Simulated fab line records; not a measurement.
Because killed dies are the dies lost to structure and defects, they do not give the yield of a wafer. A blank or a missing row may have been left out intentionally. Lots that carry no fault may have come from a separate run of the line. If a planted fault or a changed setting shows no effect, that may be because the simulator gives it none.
What tool caused it?	flow nand-harc	6 lots, 18 wafers sampled, at 5 steps of a route of 1159

WHAT THE GAUGES READ, wafer by wafer
NHARC_END_SORT_01.
lot	measured	on	killed-at-array
L261	day 20 23:46	prober-01	15 22 27
L264	day 20 16:48	prober-02	11 14 15
L267	day 21 18:22	prober-02	19 19 11
L272	day 23 04:37	prober-01	22 336 23
L278	day 24 05:10	prober-02	32 42 41
L279	day 25 12:18	prober-01	30 26 30

WHICH TOOL RAN EACH LOT (tool, then ch and the chambers of the sampled wafers, then the start)
lot	NHARC_A_STAIRCASE_ETCH_188	NHARC_A_STAIRCASE_ETCH_190	NHARC_A_STAIRCASE_TRIM_191	NHARC_A_STAIRCASE_TRIM_198
L261	rie-diel-01 ch 0,2,3, day 11 23:56 or earlier	rie-diel-01 ch 0,1,3, day 11 23:56	rie-diel-01 ch 1,2,3, day 20 23:46 or earlier	rie-diel-02 ch 1,3, day 20 23:46 or earlier
L264	rie-diel-02 ch 0,1,3, day 12 05:51 or earlier	rie-diel-02 ch 0,2,3, day 12 05:51	rie-diel-02 ch 0,1, day 20 16:48 or earlier	rie-diel-04 ch 0,1,3, day 20 16:48 or earlier
L267	rie-diel-04 ch 0,1,3, day 13 18:22 or earlier	rie-diel-04 ch 0,1,2, day 13 18:22	rie-diel-04 ch 0,1,3, day 21 18:22 or earlier	rie-diel-01 ch 0,1, day 21 18:22 or earlier
L272	rie-diel-01 ch 0,1,3, day 14 16:10 or earlier	rie-diel-01 ch 0,1,2, day 14 16:10	rie-diel-01 ch 0,1,3, day 23 04:37 or earlier	rie-diel-04 ch 0,1,2, day 23 04:37 or earlier
L278	rie-diel-02 ch 0,1, day 16 04:20 or earlier	rie-diel-02 ch 0,1,2, day 16 04:20	rie-diel-02 ch 0,1, day 24 05:10 or earlier	rie-diel-02 ch 0,1, day 24 05:10 or earlier
L279	rie-diel-04 ch 2,3, day 16 16:58 or earlier	rie-diel-04 ch 0,2, day 16 16:58	rie-diel-04 ch 0,1, day 25 12:18 or earlier	rie-diel-04 ch 0,2,3, day 25 12:18 or earlier
- NHARC_A_STAIRCASE_ETCH_188: etches the open film in C4F8/O2, target depth 100 nm, time 40.5 s.
- NHARC_A_STAIRCASE_ETCH_190: etches the open film in C4F8/O2, target depth 100 nm, time 40.5 s.
- NHARC_A_STAIRCASE_TRIM_191: chemistry O2, time 211.2 s.
- NHARC_A_STAIRCASE_TRIM_198: chemistry O2, time 211.2 s.

THE ANSWER, worked out from the rows above alone
Rule: the usual values come from the lots themselves. Put in order of their means at a reading, lots are off if they are a third of the lots or fewer, leave a main group of 4 or more, and stand apart from it by a gap of 3 or more times the standard deviation of the main group's means; of several such gaps the widest counts. Not used: any main group whose means are identical at the precision the tables above print for the reading. Also off: a lot with no number at a reading for which 4 or more lots have one. The other lots that the step has rows for count as sound.
Off: L272 (NHARC_END_SORT_01, killed-at-array). The main group: mean 24, standard deviation 9.
A tool fits if, at a process step before that reading, it ran every lot that is off, and no sound lot after the first of them. Those tools and the gauges at NHARC_END_SORT_01 are tried in the same way. NHARC_A_STAIRCASE_ETCH_188: start missing for some lots; hours and lot order therefore follow NHARC_A_STAIRCASE_ETCH_190. NHARC_A_STAIRCASE_TRIM_191: start missing for some lots; hours and lot order therefore follow NHARC_END_SORT_01. NHARC_A_STAIRCASE_TRIM_198: start missing for some lots; hours and lot order therefore follow NHARC_END_SORT_01. One candidate fits, namely rie-diel-01 at NHARC_A_STAIRCASE_ETCH_188 and NHARC_A_STAIRCASE_ETCH_190 and NHARC_A_STAIRCASE_TRIM_191. At NHARC_A_STAIRCASE_ETCH_188 its last sound lot is L261 (day 11 23:56), its first lot that is off L272 (day 14 16:10): a fault that began between those two fits.

WHAT HAD BEEN PUT IN BY THE SIMULATOR
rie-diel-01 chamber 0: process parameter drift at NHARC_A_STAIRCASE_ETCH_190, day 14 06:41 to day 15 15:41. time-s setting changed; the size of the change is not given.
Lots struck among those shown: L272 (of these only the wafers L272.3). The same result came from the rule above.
